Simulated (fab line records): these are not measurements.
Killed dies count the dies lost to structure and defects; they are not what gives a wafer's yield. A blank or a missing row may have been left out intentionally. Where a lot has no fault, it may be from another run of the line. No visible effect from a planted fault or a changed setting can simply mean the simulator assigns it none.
Matching of chambers    flow nand-harc    rie-diel-10 running NHARC_A_STAIRCASE_DESCUM_11: 4 sister chambers
The step chemistry O2, time 3 s. 8 wafers are shown with their chamber, then 8 later ones without.

## WAFERS PAIRED WITH THEIR CHAMBERS
wafer   chamber  drypump-motor-current-A (A)  showerhead-plenum-p-Torr (Torr)
L079.2  1        6.4                          1.91
L082.2  0        5.4                          1.93
L082.4  3        4.7                          1.90
L082.5  3        4.7                          1.90
L084.1  2        6.1                          2.03
L084.4  0        5.5                          1.92
L084.6  2        6.0                          2.03
L088.3  1        6.4                          1.91

## WAFERS MISSING THEIR CHAMBER
wafer   drypump-motor-current-A (A)  showerhead-plenum-p-Torr (Torr)
L088.5  6.4                          1.91
L088.6  5.4                          1.92
L090.2  4.7                          1.89
L090.5  5.5                          1.92
L090.6  4.7                          1.89
L093.4  4.7                          1.89
L093.5  6.5                          1.90
L093.6  6.1                          2.02

## EACH ONE'S CHAMBER
wafer   from the rows above  in truth
L088.5  1                    1
L088.6  0                    0
L090.2  3                    3
L090.5  0                    0
L090.6  3                    3
L093.4  3                    3
L093.5  1                    1
L093.6  2                    2
8 of 8 placed correctly. Number that these rows cannot place: 0. 0 placed wrongly.
How it was worked out, from the rows above alone: a wafer's distance from a chamber is the root of the sum, over the readings, of the square of ((its reading less the chamber's mean) divided by the reading's scatter). The wafer belongs to the nearest chamber; if the next one is less than 2 further off, it can't be placed. Each chamber's mean is taken over the wafers shown for it. The scatter is the square root of a quotient: the sum, over the shown wafers, of each reading's squared deviation from its chamber's mean, divided by wafers minus chambers.
